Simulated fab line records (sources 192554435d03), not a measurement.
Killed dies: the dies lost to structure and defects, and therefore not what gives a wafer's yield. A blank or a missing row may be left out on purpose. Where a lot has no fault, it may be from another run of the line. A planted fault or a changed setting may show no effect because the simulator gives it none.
Code-filled problem report in 8D (eight disciplines) form + flow n5-finfet + the parts of the form that need people (team, actions taken, sign-off) are left out

== 1. WHAT WENT WRONG ==
Wafers with no fault read 13 with a standard deviation of 5.6, whereas killed_at_M4_up at N5_PASSIVATION_PROBE_49 reads a mean of 54 on 1 wafer of 1 lot. Measured from the usual mean, that is +7.3 standard deviations.
First observed at day 17 06:20: wafer L980.4, on prober-02. The record has a number at this step for 5 wafers belonging to 2 lots. The rule behind "out" and "out of limits": a value lying over 4 standard deviations away from the usual mean. The rest of the wafers with a number are treated as sound.

== 2. WHAT THIS IS AND IS NOT ==
| question                    | is                | is not                                                                                                                                                                                                                           |
|-----------------------------|-------------------|----------------------------------------------------------------------------------------------------------------------------------------------------------------------------------------------------------------------------------|
| which readings at this step | killed_at_M4_up   | defect-limited-yield, killed_at_M0_to_M3, killed-at-contacts, killed-at-front-end, killed-at-other, killed-dies, killed-open, killed-short, sort_bin_4_leakage, sort_bin_6_memory, sort_bin_8_speed, sort-n-pass, sort-yield-pct |
| which lots                  | L980              | L970                                                                                                                                                                                                                             |
| which wafers of those lots  | L980.4            | L980.3                                                                                                                                                                                                                           |
| read on which tools         | prober-02         | prober-01                                                                                                                                                                                                                        |
| when                        | from day 17 06:20 | up to then (4 sound wafers)                                                                                                                                                                                                      |

== 3. SUSPECTS, AND WHAT RULES EACH OUT ==
Counting: any tool at a process step up to the reading remains a suspect provided it ran every lot that is out. Sound lots after the first of them don't rule it out here, since some wafers of a struck lot are sound.
- rie-diel-03 at N5_BEOL_M7_ETCH_62 (etches SOC in N2/H2, target depth 110 nm, overetch 22 nm, time 165 s): kept. It processed L980, the lot that is out, at day 13 05:37, and its most recent sound lot before then was L970 at day 10 07:05.
- rie-diel-01 at N5_BEOL_M7_ETCH_65 (etches SiARC in CF4, target depth 15.6 nm, time 26 s): kept. It ran the lot that is out, L980 (day 13 06:47).
- prober-02 at N5_PASSIVATION_PROBE_49: kept. It ran the lot that is out, L980 (day 17 06:17). On those wafers its own readings are out: killed_at_M4_up.
- Within rie-diel-03 at N5_BEOL_M7_ETCH_62: the wafers that are out ran in chamber 3; their sound lot-mates ran in chamber 0.
- Within rie-diel-01 at N5_BEOL_M7_ETCH_65: the wafers that are out ran in chamber 0; their sound lot-mates ran in chamber 1.
After the count, these remain: rie-diel-03 at N5_BEOL_M7_ETCH_62, rie-diel-01 at N5_BEOL_M7_ETCH_65 and prober-02 at N5_PASSIVATION_PROBE_49.

== 4. THE CAUSE (what the simulator had put in) ==
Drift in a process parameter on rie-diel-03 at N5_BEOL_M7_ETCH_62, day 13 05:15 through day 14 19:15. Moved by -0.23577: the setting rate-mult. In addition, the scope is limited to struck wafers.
Counting left 3 suspects, and this tool is among them.

== 5. SEQUENCE OF EFFECTS, ordered by route ==
Each row: a reading whose mean over the struck wafers that have a number lies more than 3 standard deviations from the usual. Readings are gone through only where the record gives a usual standard deviation; hours: the median, over the lots, of the time from a lot's start at the first step in this table giving one to that lot's start at this step; sigmas: the change measured in usual standard deviations.
| hours | step                    | reading             | usual   | on struck wafers | change | sigmas |
|-------|-------------------------|---------------------|---------|------------------|--------|--------|
| 0     | N5_BEOL_M7_OCD_MEAS_38  | trench-depth-nm     | 93.7 nm | 88.1             | -5.6   | -3.3   |
| 95    | N5_PASSIVATION_PROBE_49 | killed_at_M4_up     | 13      | 54               | +41    | +7.3   |
| 95    | N5_PASSIVATION_PROBE_49 | sort_bin_5_function | 5.1 %   | 8.5              | +3.4   | +3.7   |
It contains these process steps:
- N5_PASSIVATION_PROBE_49

== 6. HOW IT WOULD HAVE BEEN CAUGHT EARLIER ==
97 hours passed between the start of the fault at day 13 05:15 and the first reading out of limits in this record, taken at day 17 06:20.
An alarm limit of 4 standard deviations would not have fired on the tool readings at N5_BEOL_M7_ETCH_62 for which the record gives a usual standard deviation, since none of them was out on any struck wafer.
By day 17 06:20 the whole set of lots that are out, 1 in number, had already begun N5_BEOL_M7_ETCH_62 on rie-diel-03. Holding the tool at that point would not have protected any of them.
